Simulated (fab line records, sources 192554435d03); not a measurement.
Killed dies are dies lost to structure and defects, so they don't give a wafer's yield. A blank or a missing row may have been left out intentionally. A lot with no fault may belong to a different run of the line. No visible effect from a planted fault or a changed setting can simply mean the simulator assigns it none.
fab line records	flow n5-finfet
[record] lots = 11	wafers = 31	last-day = 18
route steps=1938 shown BEOL_M8@1379 BEOL_M9@1404 PASSIVATION@1936
lots with no fault: from the same line, run without faults
start-h: hours from the record's first day to the start of the lot's first wafer shown	wait-h: hours since the lot's step before	" as in the row above	L1.1+2: a single row standing in for several wafers	- no value present, or no start provided	* or withheld: withheld	< > ~ a bound
route shown NAME@n: names a module that has steps shown in the file, with the first one's number in the route	usual: average and standard deviation across the fault-free wafers	same: alike in all rows	chamber/n: place in a boat	sites: per-site readings	_std_site: how widely they spread, as a standard deviation	_edge_site: mean of outer sites minus mean of inner sites	radius-mm: for every site, how far away it sits from the centre of the wafer	mask NAME#n: copy n	behind: the last tool/chamber to shape the wafer	hold: the reason the lot was held/the length of the hold in hours/how it ended	device: the n, p or np transistor that did not switch	end of line: at the end of the route, the tests of the same wafers	a step with no rows: only its recipe	killed: not the wafer's yield, but the dies lost to structure and defects at the first sort	map: a wafer's dies, x killed, . not, _ none there
set.NAME: the setting that was run; set.NAME@STEP: the one run at that earlier step	model.NAME: the simulator's own value behind a step, which no gauge read
one table for each step of the route and one row for each wafer, over a sample of lots
services: the hour from which a tool's chamber was out of use, counted from the record's first day as start-h (under 0 if before that day), plus the number of hours and why
[[steps]]
[step N5_BEOL_M8_STRIP_80]
[recipe] chemistry = N2/H2	time-s = 10	power-w = 450	temp-c = 40	pressure-mtorr = 20	rf-frequency-hz = 6e+07	bias-power-w = 7	n2-flow-sccm = 200	h2-flow-sccm = 200
[usual] chamber-pressure-mTorr = 19.998/0.018	drypump-motor-current-A = 5.5/0.47	h2-flow-sccm = 200.0/0.58	oes-product-au = 0.80/0.066	rf-vpp-V = 59.2/0.89	showerhead-plenum-p-Torr = 2.55/0.091	throttle-valve-pct = 23.52/0.25
[same] time-s = 10
lot.wafer	tool	chamber	start-h	wait-h	chamber-pressure-mTorr	drypump-motor-current-A	h2-flow-sccm	oes-product-au	rf-hours-counter-h	rf-vpp-V	showerhead-plenum-p-Torr	throttle-valve-pct
L311.2	rie-diel-04	1	-	-	20.000	5.7	200.9	0.72	194	59.9	2.42	23.14
L311.3	"	0	"	"	19.970	5.0	198.8	0.80	111	59.1	2.44	23.72
L310.1	rie-diel-03	1	-	-	20.013	6.3	200.6	0.78	122	58.7	2.54	23.10
L310.4	"	2	"	"	19.994	5.6	199.9	0.81	95	59.4	2.45	23.80
L310.6	"	3	"	"	20.006	5.7	199.4	0.78	-	57.7	2.44	23.63
L313.1	rie-diel-06	2	-	-	20.002	5.4	200.1	0.92	12	58.9	2.57	23.34
L313.3	"	0	"	"	20.002	5.3	199.6	0.86	48	58.4	2.58	23.72
L313.6	"	0	"	"	19.988	5.3	200.3	0.86	-	58.6	2.58	23.72
L314.2	rie-diel-06	2	-	-	20.015	5.4	200.6	0.92	14	59.6	2.57	23.32
L314.3	"	3	"	"	19.999	4.9	199.4	0.88	58	59.9	2.67	23.44
L314.5	"	3	"	"	20.024	5.0	199.8	0.88	-	59.1	2.67	23.44
L315.1	rie-diel-06	1	-	-	19.965	5.9	200.5	0.86	69	59.0	2.69	23.58
L315.3	"	0	"	"	20.006	5.3	199.6	0.84	50	59.9	2.58	23.74
L315.4	"	2	"	"	20.017	5.4	199.6	0.92	14	57.8	2.57	23.32
L320.3	rie-diel-06	0	-	-	20.007	5.3	200.0	0.83	63	58.3	2.57	23.76
L320.5	"	1	"	"	19.980	5.9	200.2	0.83	-	61.5	2.68	23.58
L320.6	"	2	"	"	19.988	5.4	201.0	0.89	-	59.2	2.57	23.34
L324.2	rie-diel-04	0	-	-	20.006	4.9	200.4	0.77	152	58.4	2.43	23.77
L324.3	"	1	"	"	19.993	5.7	200.9	0.70	234	58.3	2.40	23.18
L324.5	"	2	"	"	19.993	6.8	199.5	0.94	-	58.9	2.49	23.73
L325.1	rie-diel-06	3	-	-	20.014	5.0	200.0	0.86	81	58.6	2.66	23.46
L325.6	"	2	"	"	19.980	5.4	200.2	0.87	-	61.8	2.56	23.35
L329.3	rie-diel-06	0	-	-	19.975	5.3	200.0	0.82	76	58.4	2.57	23.76
L329.5	"	2	"	"	20.016	5.4	200.3	0.86	-	59.3	2.56	23.36
L329.6	"	3	"	"	20.009	5.0	200.0	0.84	-	58.2	2.66	23.46
L330.2	rie-diel-04	1	-	-	20.006	5.7	199.7	0.69	243	58.9	2.40	23.20
L330.4	"	2	"	"	19.981	6.8	200.0	0.91	18	58.4	2.49	23.74
L330.5	"	3	"	"	19.985	5.8	200.3	0.94	-	59.2	2.49	22.92
L332.1	rie-diel-06	3	-	-	19.981	4.9	200.2	0.84	93	59.1	2.65	23.47
L332.3	"	1	"	"	20.015	5.9	200.9	0.81	104	59.1	2.67	23.62
L332.4	"	2	"	"	19.987	5.4	200.2	0.85	50	57.9	2.56	23.37
[step N5_BEOL_M8_ANNEAL_51]
[recipe] temp-c = 225	time-s = 90	ambient = N2
[usual] anneal-temp-c = 224.98/0.18	wafer_temp_C_max = 226.02/0.24
[same] time-s = 90
lot.wafer	tool	chamber	start-h	wait-h	anneal-temp-c	wafer_temp_C_max
L311.2	rtp-anneal-01	0	239.99	0.1	225.00	225.93
L311.3	"	0	"	"	225.30	226.10
L310.1	rtp-anneal-02	0	248.49	0.1	224.95	226.02
L310.4	"	0	"	"	224.78	225.86
L310.6	"	0	"	"	225.05	225.71
L313.1	rtp-anneal-01	0	268.25	0.1	225.01	225.78
L313.3	"	0	"	"	225.02	225.94
L313.6	"	0	"	"	225.11	225.88
L314.2	rtp-anneal-01	0	273.55	0.3	224.97	225.90
L314.3	"	0	"	"	225.02	226.01
L314.5	"	0	"	"	225.00	226.18
L315.1	rtp-anneal-01	0	273.77	0.5	225.07	225.73
L315.3	"	0	"	"	225.27	225.98
L315.4	"	0	"	"	225.33	225.88
L320.3	rtp-anneal-01	0	314.52	0.8	224.86	225.57
L320.5	"	0	"	"	224.96	226.31
L320.6	"	0	"	"	224.92	225.90
L324.2	rtp-anneal-02	0	342.12	0.1	225.01	226.23
L324.3	"	0	"	"	224.82	226.02
L324.5	"	0	"	"	224.80	226.46
L325.1	rtp-anneal-01	0	342.48	0.1	224.84	225.87
L325.6	"	0	"	"	224.88	226.16
L329.3	rtp-anneal-01	0	357.53	0.1	225.23	226.06
L329.5	"	0	"	"	225.05	225.79
L329.6	"	0	"	"	225.30	226.12
L330.2	rtp-anneal-02	0	370.85	0.2	225.09	226.06
L330.4	"	0	"	"	224.77	226.03
L330.5	"	0	"	"	224.89	226.54
L332.1	rtp-anneal-02	0	377.52	0.8	224.79	226.00
L332.3	"	0	"	"	224.97	225.88
L332.4	"	0	"	"	224.84	226.37
[step N5_BEOL_M8_DEP_56]
[recipe] material = SiCN	target-thk-a = 100	temp-c = withheld	precursor = 3MS/NH3	pressure-torr = 3	rf-w = 202	time-s = 17.5
[usual] showerhead-plenum-p-Torr = 3.674/0.015	throttle-valve-pct = 9.2/0.94
[same] time-s = 17.5
lot.wafer	tool	chamber	start-h	wait-h	showerhead-plenum-p-Torr	throttle-valve-pct
L311.2	pecvd-04	2	240.61	0.0	3.677	8.3
L311.3	"	2	"	"	3.676	8.7
L310.1	pecvd-01	1	249.15	0.0	3.683	9.1
L310.4	"	2	"	"	3.672	8.6
L310.6	"	0	"	"	3.692	8.6
L313.1	pecvd-04	1	268.92	0.0	3.642	9.6
L313.3	"	2	"	"	3.688	8.4
L313.6	"	0	"	"	3.668	8.4
L313.1	pecvd-04	1	269.12	0.2	3.649	9.8
L313.3	"	2	"	"	3.678	8.8
L313.6	"	0	"	"	3.660	8.7
L314.2	pecvd-03	1	274.16	0.0	3.691	9.4
L314.3	"	2	"	"	3.690	8.1
L314.5	"	2	"	"	3.690	8.2
L315.1	pecvd-03	2	274.44	0.0	3.689	8.1
L315.3	"	1	"	"	3.693	9.7
L315.4	"	1	"	"	3.684	9.5
L320.3	pecvd-03	2	315.10	0.0	3.686	8.1
L320.5	"	2	"	"	3.677	8.3
L320.6	"	0	"	"	3.650	11.3
L320.3	pecvd-03	2	315.30	0.2	3.685	8.3
L320.5	"	2	"	"	3.685	8.4
L320.6	"	0	"	"	3.657	11.0
L324.2	pecvd-03	2	342.73	0.0	3.689	8.2
L324.3	"	1	"	"	3.683	9.5
L324.5	"	2	"	"	3.684	8.3
L325.1	pecvd-03	2	343.13	0.0	3.680	8.2
L325.6	"	1	"	"	3.683	9.5
L329.3	pecvd-04	2	358.09	0.0	3.677	8.5
L329.5	"	1	"	"	3.645	9.8
L329.6	"	2	"	"	3.681	8.7
L330.2	pecvd-04	2	371.48	0.0	3.681	8.8
L330.4	"	0	"	"	3.665	8.9
L330.5	"	1	"	"	3.651	9.8
L332.1	pecvd-03	1	378.17	0.0	3.693	9.5
L332.3	"	0	"	"	3.644	10.8
L332.4	"	2	"	"	3.681	8.3
[step N5_BEOL_M9_PECVD_70]
[recipe] material = SiO2	target-thk-a = 200	temp-c = 400	precursor = TEOS/O2	pressure-torr = 5.5	rf-w = 450	teos-flow-sccm = 53.8	gas = O2	flow-sccm = 3000	time-s = 22.7
[usual] heater-power-w = 772/140	showerhead-plenum-p-Torr = 8.78/0.082	throttle-valve-pct = 21.9/0.94
[same] time-s = 22.7
lot.wafer	tool	chamber	start-h	wait-h	heater-power-w	showerhead-plenum-p-Torr	throttle-valve-pct
L311.2	pecvd-04	2	241.87	0.0	629	8.87	21.1
L311.3	"	2	"	"	633	8.86	21.2
L310.1	pecvd-01	0	249.92	0.0	787	8.90	21.2
L310.4	"	0	"	"	794	8.88	21.1
L310.6	"	1	"	"	614	8.86	22.8
L313.1	pecvd-04	1	269.88	0.0	624	8.70	23.9
L313.3	"	2	"	"	698	8.87	21.5
L313.6	"	0	"	"	667	8.78	20.9
L314.2	pecvd-01	2	274.92	0.0	908	8.75	21.5
L314.3	"	0	"	"	798	8.90	21.1
L314.5	"	2	"	"	928	8.74	21.4
L315.1	pecvd-04	2	275.40	0.0	662	8.85	21.5
L315.3	"	0	"	"	779	8.77	21.1
L315.4	"	2	"	"	664	8.85	21.3
L320.3	pecvd-02	1	316.08	0.0	628	8.80	23.1
L320.5	"	0	"	"	805	8.66	20.9
L320.6	"	1	"	"	642	8.80	22.9
L324.2	pecvd-04	2	343.49	0.0	727	8.84	21.7
L324.3	"	1	"	"	618	8.70	23.7
L324.5	"	0	"	"	722	8.78	21.4
L325.1	pecvd-02	0	343.92	0.0	827	8.66	21.0
L325.6	"	0	"	"	823	8.67	21.2
L329.3	pecvd-04	0	358.86	0.0	740	8.78	21.3
L329.5	"	2	"	"	689	8.88	21.7
L329.6	"	1	"	"	630	8.71	24.2
L330.2	pecvd-02	2	372.24	0.0	952	8.67	22.2
L330.4	"	0	"	"	858	8.66	21.3
L330.5	"	2	"	"	959	8.67	22.4
L332.1	pecvd-02	1	378.93	0.0	712	8.80	22.6
L332.3	"	0	"	"	728	8.64	21.0
L332.4	"	2	"	"	996	8.67	22.1
[step N5_PASSIVATION_PROBE_49]
[usual] defect-limited-yield = 91.2/1.4	killed_at_M0_to_M3 = 34/9.4	killed_at_M4_up = 14/5.6	killed-at-contacts = 13/7.8	killed-at-front-end = 37/10	killed-at-other = 4/3.3	killed-dies = 103/17	killed-open = 68/13	killed-short = 33/8.2	sort_bin_5_function = 5.1/0.92	sort_bin_6_memory = 3.3/0.71	sort_bin_8_speed = 0.01/0.043	sort-n-pass = 1077/17	sort-yield-pct = 91.2/1.4
[same] gross-dies = 1180	killed-at-back-side = 0	sort_bin_4_leakage[%] = 0
lot.wafer	tool	chamber	start-h	wait-h	defect-limited-yield[%]	killed_at_M0_to_M3	killed_at_M4_up	killed-at-contacts	killed-at-front-end	killed-at-other	killed-dies	killed-open	killed-short	sort_bin_5_function[%]	sort_bin_6_memory[%]	sort_bin_8_speed[%]	sort-n-pass	sort-yield-pct[%]
L311.2	prober-01	-	309.28	0.1	90.5	47	12	11	32	10	112	77	33	5.5	3.7	0	1068	90.5
L311.3	prober-01	-	309.33	0.1	90.0	45	17	6	45	5	118	76	34	5.2	4.1	0	1062	90.0
L310.1	prober-02	-	318.06	0.0	90.9	32	13	10	50	2	107	62	45	5.0	3.6	0	1073	90.9
L310.4	prober-02	-	318.21	0.2	92.3	32	18	1	40	0	91	65	26	4.2	3.4	0	1089	92.3
L310.6	prober-02	-	318.31	0.3	91.6	31	13	8	46	1	99	64	35	5.6	2.5	0	1081	91.6
L313.1	prober-01	-	333.99	0.0	93.6	25	12	8	29	1	75	45	26	4.1	2.1	0	1105	93.6
L313.3	prober-01	-	334.09	0.1	90.1	24	15	24	51	3	117	81	28	5.1	4.2	0	1063	90.1
L313.6	prober-01	-	334.24	0.3	89.8	39	27	19	31	4	120	75	37	5.8	3.5	0	1060	89.8
L314.2	prober-01	-	342.62	0.1	88.9	27	24	20	59	1	131	87	42	6.9	4.0	0	1049	88.9
L314.3	prober-01	-	342.67	0.1	91.3	19	24	18	42	0	103	75	25	5.3	3.1	0	1077	91.3
L314.5	prober-01	-	342.77	0.2	90.8	23	23	17	42	3	108	67	36	5.0	4.0	0	1072	90.8
L325.1	prober-02	-	416.83	0.0	93.0	30	13	3	28	9	83	51	29	4.2	2.5	0	1097	93.0
L325.6	prober-02	-	417.08	0.3	91.8	32	16	13	31	5	97	60	26	3.7	3.2	0	1083	91.8
L329.3	prober-01	-	435.06	0.1	91.0	25	25	13	33	10	106	79	26	5.1	3.8	0	1074	91.0
L329.5	prober-01	-	435.16	0.2	91.4	38	14	18	29	2	101	74	24	4.7	3.5	0	1079	91.4
L329.6	prober-01	-	435.21	0.3	92.0	26	17	20	30	1	94	73	20	4.3	3.3	0	1086	92.0
L330.2	prober-01	-	441.26	0.3	91.9	51	11	7	26	1	96	61	34	5.0	2.9	0	1084	91.9
L330.4	prober-01	-	441.36	0.4	89.1	55	23	16	34	1	129	90	28	5.8	4.2	0	1051	89.1
L330.5	prober-01	-	441.41	0.4	87.9	67	12	31	31	2	143	104	38	8.0	3.6	0	1037	87.9
// killed by level:class
L311.2 BEOL_M2:geometric-particle:open=18 MOL_CONTACT_COAG:geometric-particle:open=9 BEOL_M0_SAQP:geometric-particle:short=8 STI_FIN_REVEAL:geometric-particle:open=7 BEOL_M0_SAQP:geometric-particle:open=7 DUMMY_GATE:geometric-particle:open=6 FIN_SAQP:geometric-particle:open=4 BEOL_M2:geometric-particle:short=4
L311.3 BEOL_M2:geometric-particle:open=12 FIN_SAQP:geometric-particle:open=9 STI_FIN_REVEAL:geometric-particle:open=9 FIN_SAQP:geometric-particle:short=7 BEOL_M0_SAQP:geometric-particle:short=7 BEOL_M0_SAQP:geometric-particle:open=7 HKMG_FIN:area-etch=7 MOL_CONTACT_COAG:geometric-particle:open=6
L310.1 STI_FIN_REVEAL:geometric-particle:open=13 BEOL_M3:geometric-particle:open=10 MOL_CONTACT_COAG:geometric-particle:open=9 ILD0:geometric-particle:short=7 STARTING-WAFER:geometric-particle:short=5 FIN_SAQP:geometric-particle:short=4 BEOL_M0:geometric-particle:open=4 BEOL_M0_SAQP:geometric-particle:short=4
L310.4 STI_FIN_REVEAL:geometric-particle:open=14 BEOL_M1:geometric-particle:open=7 BEOL_M2:geometric-particle:open=7 BEOL_M5:geometric-particle:open=7 DUMMY_GATE:geometric-particle:open=6 BEOL_M3:geometric-particle:open=6 STI_FIN_REVEAL:geometric-particle:short=5 BEOL_M3:geometric-particle:short=5
L310.6 STI_FIN_REVEAL:geometric-particle:open=17 BEOL_M0_SAQP:geometric-particle:short=12 MOL_CONTACT_COAG:geometric-particle:open=6 FIN_SAQP:geometric-particle:short=5 STI_FIN_REVEAL:geometric-particle:short=5 BEOL_M0_SAQP:geometric-particle:open=5 BEOL_M7:geometric-particle:open=4 BEOL_M0:geometric-particle:open=4
L313.1 GATE_CUT:geometric-particle:open=7 MOL_CONTACT_COAG:geometric-particle:open=6 FIN_SAQP:geometric-particle:open=5 BEOL_M1:geometric-particle:open=5 BEOL_M3:geometric-particle:open=5 BEOL_M4:geometric-particle:open=5 BEOL_M0_SAQP:geometric-particle:short=4 STARTING-WAFER:geometric-particle:short=4
L313.3 MOL_CONTACT_COAG:geometric-particle:open=21 FIN_SAQP:geometric-particle:open=15 GATE_CUT:geometric-particle:short=8 BEOL_M0_SAQP:geometric-particle:open=7 BEOL_M3:geometric-particle:open=6 STI_FIN_REVEAL:geometric-particle:open=5 HKMG_FIN:area-etch=5 STARTING-WAFER:geometric-particle:open=4
L313.6 MOL_CONTACT_COAG:geometric-particle:open=17 BEOL_M3:geometric-particle:open=9 BEOL_M0_SAQP:geometric-particle:open=8 BEOL_M4:geometric-particle:short=7 BEOL_M4:geometric-particle:open=6 DUMMY_GATE:geometric-particle:open=6 HKMG_FIN:area-etch=6 FIN_SAQP:geometric-particle:open=5
L314.2 FIN_SAQP:geometric-particle:short=20 MOL_CONTACT_COAG:geometric-particle:open=17 BEOL_M4:geometric-particle:open=13 FIN_SAQP:geometric-particle:open=12 STI_FIN_REVEAL:geometric-particle:open=9 BEOL_M2:geometric-particle:open=9 BEOL_M3:geometric-particle:open=7 STARTING-WAFER:geometric-particle:open=6
L314.3 FIN_SAQP:geometric-particle:open=14 MOL_CONTACT_COAG:geometric-particle:open=14 BEOL_M4:geometric-particle:open=11 BEOL_M2:geometric-particle:open=10 FIN_SAQP:geometric-particle:short=9 STI_FIN_REVEAL:geometric-particle:open=5 BEOL_M8:geometric-particle:open=3 STI_FIN_REVEAL:geometric-particle:short=3
L314.5 STI_FIN_REVEAL:geometric-particle:open=16 MOL_CONTACT_COAG:geometric-particle:open=12 BEOL_M4:geometric-particle:open=10 FIN_SAQP:geometric-particle:short=5 FIN_SAQP:geometric-particle:open=5 STI_FIN_REVEAL:geometric-particle:short=5 MOL_CONTACT_COAG:geometric-particle:short=5 BEOL_M0_SAQP:geometric-particle:open=5
L325.1 BEOL_M0_SAQP:geometric-particle:open=9 BEOL_M0_SAQP:geometric-particle:short=8 STI_FIN_REVEAL:geometric-particle:open=6 BEOL_M4:geometric-particle:open=6 FIN_SAQP:geometric-particle:open=4 BEOL_M1:geometric-particle:open=4 BEOL_M3:geometric-particle:open=4 FIN_SAQP:geometric-particle:short=3
L325.6 MOL_CONTACT_COAG:geometric-particle:open=10 HKMG_FIN:area-etch=9 BEOL_M0_SAQP:geometric-particle:open=8 BEOL_M3:geometric-particle:open=8 BEOL_M2:geometric-particle:open=7 FIN_SAQP:geometric-particle:open=6 FIN_SAQP:geometric-particle:short=5 BEOL_M4:geometric-particle:open=5
L329.3 MOL_CONTACT_COAG:geometric-particle:open=13 BEOL_M4:geometric-particle:open=8 BEOL_M3:geometric-particle:open=8 BEOL_M6:geometric-particle:open=8 FIN_SAQP:geometric-particle:open=6 BEOL_M2:geometric-particle:open=6 FIN_SAQP:geometric-particle:short=5 BEOL_M1:geometric-particle:open=5
L329.5 MOL_CONTACT_COAG:geometric-particle:open=16 BEOL_M2:geometric-particle:open=12 BEOL_M1:geometric-particle:open=11 STI_FIN_REVEAL:geometric-particle:open=7 FIN_SAQP:geometric-particle:open=6 BEOL_M4:geometric-particle:open=6 BEOL_M0_SAQP:geometric-particle:short=5 BEOL_M4:geometric-particle:short=4
L329.6 MOL_CONTACT_COAG:geometric-particle:open=18 FIN_SAQP:geometric-particle:open=11 BEOL_M4:geometric-particle:open=10 BEOL_M2:geometric-particle:open=10 STARTING-WAFER:geometric-particle:open=4 BEOL_M1:geometric-particle:open=4 DUMMY_GATE:geometric-particle:open=3 SPACER0:geometric-particle:short=3
L330.2 BEOL_M0_SAQP:geometric-particle:open=14 BEOL_M0_SAQP:geometric-particle:short=12 STI_FIN_REVEAL:geometric-particle:open=8 BEOL_M1:geometric-particle:open=8 BEOL_M3:geometric-particle:open=7 STARTING-WAFER:geometric-particle:short=7 STARTING-WAFER:geometric-particle:open=6 MOL_CONTACT_COAG:geometric-particle:open=5
L330.4 BEOL_M3:geometric-particle:open=15 BEOL_M1:geometric-particle:open=14 MOL_CONTACT_COAG:geometric-particle:open=13 BEOL_M4:geometric-particle:open=11 HKMG_FIN:area-etch=9 BEOL_M0_SAQP:geometric-particle:short=8 STI_FIN_REVEAL:geometric-particle:open=7 BEOL_M1:geometric-particle:short=7
L330.5 BEOL_M3:geometric-particle:open=31 MOL_CONTACT_COAG:geometric-particle:open=23 STI_FIN_REVEAL:geometric-particle:open=10 MOL_CONTACT_COAG:geometric-particle:short=8 GATE_CUT:geometric-particle:short=7 BEOL_M4:geometric-particle:open=7 BEOL_M1:geometric-particle:open=7 BEOL_M3:geometric-particle:short=7
[[services]]
tool	chamber	start-h	hours	kind
rie-diel-06	2	215.81	-	clean
rie-diel-06	2	215.81	-	consumable-replace:focus-ring
rie-diel-06	2	215.81	15.1	scheduled-down
rie-diel-06	2	215.81	15.1	vent-cycle
pecvd-01	2	217.49	2.1	scheduled-down
pecvd-04	-	224.36	1.5	repair
pecvd-03	0	225.67	2.2	repair
pecvd-03	1	263.70	5.5	scheduled-down
rie-diel-03	1	265.87	8.3	repair
rie-diel-04	2	281.12	-	clean
pecvd-04	-	305.66	14.0	repair
rie-diel-03	0	314.36	19.1	repair
rie-diel-03	1	319.35	9.5	repair
pecvd-02	1	324.87	29.1	repair
pecvd-01	1	331.69	-	calibration
rie-diel-06	0	335.30	4.4	repair
rie-diel-03	3	338.59	11.0	repair
pecvd-01	0	340.13	6.7	repair
rie-diel-04	2	358.26	6.6	repair
pecvd-04	0	359.54	2.1	scheduled-down
pecvd-03	-	366.32	6.0	pm
pecvd-04	2	368.09	2.1	scheduled-down
pecvd-01	0	369.92	5.3	repair
pecvd-02	1	370.88	5.5	scheduled-down
[[key]]
[first-sign] step = N5_BEOL_M8_DEP_56	reading = visit	direction = added
effect none on later readings
met-at N5_BEOL_M8_DEP_56
struck-lots L313,L320
not-acting-at N5_BEOL_M8_STRIP_80,N5_BEOL_M8_ANNEAL_51,N5_BEOL_M9_PECVD_70
[fault] kind = repeated-step-whole	tool = pecvd-01,pecvd-03,pecvd-04	chamber = -	onset-h = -	steps = N5_BEOL_M8_DEP_56	times = 1	scope = struck-lots-only
